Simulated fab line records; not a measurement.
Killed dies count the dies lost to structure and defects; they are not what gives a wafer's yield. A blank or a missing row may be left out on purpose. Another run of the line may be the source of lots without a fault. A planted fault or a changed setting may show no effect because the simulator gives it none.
Chamber matching :: flow n5_finfet :: N5_BEOL_M8_ETCH_62 on rie_diel-06 has 4 sister chambers
The step etches SOC in N2/H2, target depth 110 nm, overetch 22 nm, time 165 s. 7 wafers are shown with their chamber, then 9 later ones without.

== WAFERS, EACH WITH ITS CHAMBER ==
wafer: L075.4
chamber: 0
showerhead_plenum_p_Torr (Torr): 2.62
drypump_motor_current_A (A): 5.2

wafer: L079.4
chamber: 2
showerhead_plenum_p_Torr (Torr): 2.57
drypump_motor_current_A (A): 5.8

wafer: L083.5
chamber: 0
showerhead_plenum_p_Torr (Torr): 2.61
drypump_motor_current_A (A): 5.2

wafer: L088.4
chamber: 3
showerhead_plenum_p_Torr (Torr): 2.47
drypump_motor_current_A (A): 5.0

wafer: L087.2
chamber: 3
showerhead_plenum_p_Torr (Torr): 2.47
drypump_motor_current_A (A): 5.1

wafer: L087.4
chamber: 1
showerhead_plenum_p_Torr (Torr): 2.70
drypump_motor_current_A (A): 6.4

wafer: L087.6
chamber: 1
showerhead_plenum_p_Torr (Torr): 2.70
drypump_motor_current_A (A): 6.3

== WAFERS MISSING THEIR CHAMBER ==
wafer: L089.1
showerhead_plenum_p_Torr (Torr): 2.69
drypump_motor_current_A (A): 6.4

wafer: L089.3
showerhead_plenum_p_Torr (Torr): 2.56
drypump_motor_current_A (A): 5.8

wafer: L089.6
showerhead_plenum_p_Torr (Torr): 2.46
drypump_motor_current_A (A): 5.0

wafer: L095.1
showerhead_plenum_p_Torr (Torr): 2.55
drypump_motor_current_A (A): 5.8

wafer: L095.2
showerhead_plenum_p_Torr (Torr): 2.60
drypump_motor_current_A (A): 5.2

wafer: L095.3
showerhead_plenum_p_Torr (Torr): 2.46
drypump_motor_current_A (A): 5.1

wafer: L096.3
showerhead_plenum_p_Torr (Torr): 2.55
drypump_motor_current_A (A): 5.8

wafer: L096.5
showerhead_plenum_p_Torr (Torr): 2.55
drypump_motor_current_A (A): 5.8

wafer: L096.6
showerhead_plenum_p_Torr (Torr): 2.69
drypump_motor_current_A (A): 6.4

== WHICH CHAMBER EACH ONE RAN IN ==
wafer: L089.1
from the rows above: 1
in truth: 1

wafer: L089.3
from the rows above: 2
in truth: 2

wafer: L089.6
from the rows above: 3
in truth: 3

wafer: L095.1
from the rows above: 2
in truth: 2

wafer: L095.2
from the rows above: 0
in truth: 0

wafer: L095.3
from the rows above: 3
in truth: 3

wafer: L096.3
from the rows above: 2
in truth: 2

wafer: L096.5
from the rows above: 2
in truth: 2

wafer: L096.6
from the rows above: 1
in truth: 1
Placed correctly: 9 of 9. From these rows, 0 cannot be placed. 0 placed wrongly.
How it was worked out, from the rows above alone: a wafer's distance from a chamber is the root of the sum, over the readings, of the square of ((its reading less the chamber's mean) divided by the reading's scatter). The wafer belongs to the nearest chamber; if the next one is less than 2 further off, it can't be placed. The mean given for a chamber averages the wafers shown for that chamber. The scatter: the root of (the sum of the squares of (reading less its chamber's mean) over the shown wafers, divided by (wafers less chambers)).
